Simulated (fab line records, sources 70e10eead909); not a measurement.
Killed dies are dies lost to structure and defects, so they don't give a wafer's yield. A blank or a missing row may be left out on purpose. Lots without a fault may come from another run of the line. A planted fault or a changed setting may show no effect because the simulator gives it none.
A struck lot beside a sound one | flow nand_harc | 14 steps out of a route of 1302
Sound: wafers L578.1, L578.2, L578.4. Struck: wafers L584.1, L584.3, L584.4. The cause comes at the end.
At each step with rows: each side's tool, then ch and its chambers, then its first start. Under that, the readings that differ: sound wafers | struck wafers | difference of the means | sigmas: that difference in standard deviations of wafers without a fault.
alike: readings whose means differ by less than 2 such deviations, and words and numbers that are the same on both sides. not compared: withheld readings, readings that some wafer has no value for, bounds like >300 that may hide the same value, and numbers for which the record gives no deviation and whose values overlap.
The two part at a step that has a row with sigmas, a row that says differs or no value, or rows on one side only. Numbers that don't overlap but have no deviation are shown without sigmas and don't part them. A reading that every wafer of one side lacks parts them only if that side has two wafers or more.

NHARC_A_STAIRCASE_STRIP_274: strips in O2.
  sound on rie_diel-04 ch 1,2,3; struck on rie_diel-01 ch 0,1,3
  reading                | sound | struck   | difference | sigmas
  rf_hours_counter_h (h) | 7 6 7 | 15 18 20 | +11        |
  alike: drypump_motor_current_A, oes_product_au, rf_vpp_V, showerhead_plenum_p_Torr, throttle_valve_pct
then, 3 steps without rows for these wafers: NHARC_A_STAIRCASE_STRIP_275 (strips in SPM, time 900 s); NHARC_A_STAIRCASE_PRECLEAN_276 (cleans in SC1); NHARC_A_STAIRCASE_SRD_277.
NHARC_A_STAIRCASE_HM_DEP_459: deposits aC, target thk 1500 nm.
  sound on acl_dep-02 ch 0, day 17 05:23; struck on acl_dep-03 ch 0, day 19 14:31
  alike: throttle_valve_pct
NHARC_A_STAIRCASE_DEP_280: deposits SiON, target thk 30 nm.
  sound on pecvd-01 ch 0,2, day 17 07:17; struck on pecvd-03 ch 0,1, day 19 16:25
  alike: chamber_pressure_Torr, heater_power_w, showerhead_vpp_V
then, 5 steps without rows for these wafers: NHARC_A_STAIRCASE_DEHYDRATE_281 (time 120 s); NHARC_A_STAIRCASE_HMDS_282 (time 30 s); NHARC_A_STAIRCASE_COAT_283; NHARC_A_STAIRCASE_SOFTBAKE_284 (time 170 s); NHARC_A_STAIRCASE_EBR_285.
NHARC_A_STAIRCASE_EXPOSE_286: exposes mask CHOP 100.
  sound on krf_scanner-01 ch 0, day 17 07:52; struck on krf_scanner-01 ch 0, day 19 16:53
  reading              | sound                | struck               | difference | sigmas
  exposure_dose_mJ_cm2 | 24.988 25.003 25.006 | 17.849 17.850 17.855 | -7.148     | -99 or more
  alike: mask
then, 1 step without rows for these wafers: NHARC_A_STAIRCASE_PEB_287 (peb time 130 s).
-- the record jumps here: 8 days lie between the struck wafers' starts before and after (it left off in module A_STAIRCASE and takes up again in module END, whose first step shown is number 1302 of the route) --
NHARC_END_SORT_01:
  the record has rows for the struck wafers here (prober-01 ch 0, day 27 13:03) and none for the sound ones

WHERE THEY PART
First at NHARC_A_STAIRCASE_EXPOSE_286; last, within this record, at NHARC_END_SORT_01.

WHY: what the simulator had put in
Process parameter drift: krf_scanner-01, from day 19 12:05 on, at NHARC_A_STAIRCASE_EXPOSE_286. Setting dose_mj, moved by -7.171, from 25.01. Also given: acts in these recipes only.
